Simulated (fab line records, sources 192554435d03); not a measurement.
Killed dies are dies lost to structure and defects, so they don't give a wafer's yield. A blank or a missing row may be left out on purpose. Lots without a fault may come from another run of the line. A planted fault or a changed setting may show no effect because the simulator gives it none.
Split-lot experiment | flow n5_finfet | 7 lots, 21 wafers read, on a route of 1938 steps

THE SPLIT
At N5_BEOL_M7_COAT_63 (time 60 s, resist thk 60 nm), the setting spin_rpm was moved away from the recipe's 1500 rpm on 8 of the 21 wafers read, by -9.5% to +5.5%. The other wafers ran this setting at the recipe's value.

FROM THE SPLIT TO THE READING: what the file shows between them, 9 steps
- N5_BEOL_M7_COAT_22: resist thk 30 nm (also split here: spin_rpm)
- N5_BEOL_M7_EBR_24
- N5_BEOL_M7_SOFTBAKE_23: time 60 s
- N5_BEOL_M7_DESCUM_33: chemistry O2, time 7 s
- N5_BEOL_M7_ETCH_72: etches underlayer in N2/H2, target depth 6.5 nm, time 5.2 s
- N5_BEOL_M7_ETCH_65: etches SiARC in CF4, target depth 15.6 nm, time 26 s
- N5_BEOL_M7_ETCH_66: etches SOC in N2/H2, target depth 80 nm, overetch 16 nm, time 120 s
- N5_BEOL_M7_STRIP_69: strips in N2/H2
- N5_BEOL_M7_STRIP_73: strips in N2/H2

THE READING
SOC_of_BEOL_M7_COAT_63.thk_nm (the simulator's own value, which no gauge read), in nm, at N5_BEOL_M7_VIA_ETCH_34 (etches SiCOH lowk in C4F6/O2, target depth 125.5 nm, time 50.5 s). The file gives no usual value for it. The 13 wafers here that ran the recipe average 53.9 nm, standard deviation 0.17 nm.

wafer  | tool, chamber at the split | spin_rpm as run, rpm | against the recipe | SOC_of_BEOL_M7_COAT_63.thk_nm, nm | against lot-mates on the recipe
L078.1 | litho_track-01, 0          | 1500                 | recipe             | 53.8                              | -
L078.4 | litho_track-01, 0          | 1500                 | recipe             | 54                                | -
L078.5 | litho_track-01, 0          | 1500                 | recipe             | 54                                | -
L085.2 | litho_track-02, 0          | 1500                 | recipe             | 53.8                              | -
L085.4 | litho_track-02, 0          | 1500                 | recipe             | 53.8                              | -
L085.6 | litho_track-02, 0          | 1500                 | recipe             | 53.8                              | -
L086.1 | litho_track-01, 0          | 1381                 | -7.9%              | 56.6                              | +2.7
L086.3 | litho_track-01, 0          | 1500                 | recipe             | 53.8                              | -
L086.6 | litho_track-01, 0          | 1500                 | recipe             | 54                                | -
L087.2 | litho_track-04, 0          | 1500                 | recipe             | 54                                | -
L087.3 | litho_track-04, 0          | 1357                 | -9.5%              | 57                                | +3.0
L087.6 | litho_track-04, 0          | 1357                 | -9.5%              | 56.8                              | +2.8
L091.2 | litho_track-02, 0          | 1500                 | recipe             | 53.8                              | -
L091.3 | litho_track-02, 0          | 1364                 | -9.1%              | 56.8                              | +3.0
L091.4 | litho_track-02, 0          | 1364                 | -9.1%              | 56.6                              | +2.8
L095.1 | litho_track-02, 0          | 1500                 | recipe             | 54.4                              | -
L095.2 | litho_track-02, 0          | 1582                 | +5.5%              | 52.6                              | -1.6
L095.3 | litho_track-02, 0          | 1500                 | recipe             | 54                                | -
L097.1 | litho_track-02, 0          | 1500                 | recipe             | 53.8                              | -
L097.2 | litho_track-02, 0          | 1399                 | -6.7%              | 55.8                              | +2.0
L097.4 | litho_track-02, 0          | 1399                 | -6.7%              | 56.2                              | +2.4

THE FIT
A straight line over all 21 wafers: SOC_of_BEOL_M7_COAT_63.thk_nm changes by -0.305 nm for each +1% of spin_rpm; r = -0.99; the points scatter about the line by 0.18 nm.
The same after taking each lot's own level away (the mean of its wafers on the recipe; 21 wafers): -0.315 nm for each +1%; r = -1.00; scatter 0.13 nm.
On that fit, the largest move of spin_rpm shifts the reading by 3 nm.
The lots' own levels span 53.80 to 54.20 nm, that is 2.4 times the standard deviation above.
So the lot-to-lot level changes the slope little: the two slopes agree.
Check: with one of the wafers moved furthest among these (-9.5%) left out of the fit, the line predicts +3.02 nm for it against its lot-mates. It came out at +3 nm against them.

OTHER SPLITS ON THESE WAFERS
These wafers also went through other splits before the reading. Each is held against what the fit with the lots' levels taken away leaves over:
other split on the same wafers | wafers away from the commonest value | r with SOC_of_BEOL_M7_COAT_63.thk_nm (lot level and that fit taken away)
N5_BEOL_M6_ILD_DEP_00 time_s   | 10                                   | -0.13
N5_BEOL_M7_COAT_22 spin_rpm    | 6                                    | +0.11

THE WHOLE CHAIN: every reading that the file lists as answering this split, in the file's order
step                   | what it does                                                        | reading                                                                        | change (the file's fit)               | r (the file's)
N5_BEOL_M7_COAT_63     | time 60 s, resist thk 60 nm                                         | SOC_of_BEOL_M7_COAT_63.thk_nm (the simulator's own value, which no gauge read) | -0.331 nm for each +1% of the setting | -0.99
N5_BEOL_M7_ETCH_66     | etches SOC in N2/H2, target depth 80 nm, overetch 16 nm, time 120 s | etch.depth_nm (the simulator's own value, which no gauge read)                 | -0.326 nm for each +1% of the setting | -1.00
N5_BEOL_M7_VIA_ETCH_34 | etches SiCOH lowk in C4F6/O2, target depth 125.5 nm, time 50.5 s    | SOC_of_BEOL_M7_COAT_63.thk_nm (the simulator's own value, which no gauge read) | -0.318 nm for each +1% of the setting | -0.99

THE FILE'S OWN FIT
SOC_of_BEOL_M7_COAT_63.thk_nm changes by -0.318 nm for each +1% of spin_rpm, r = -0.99.
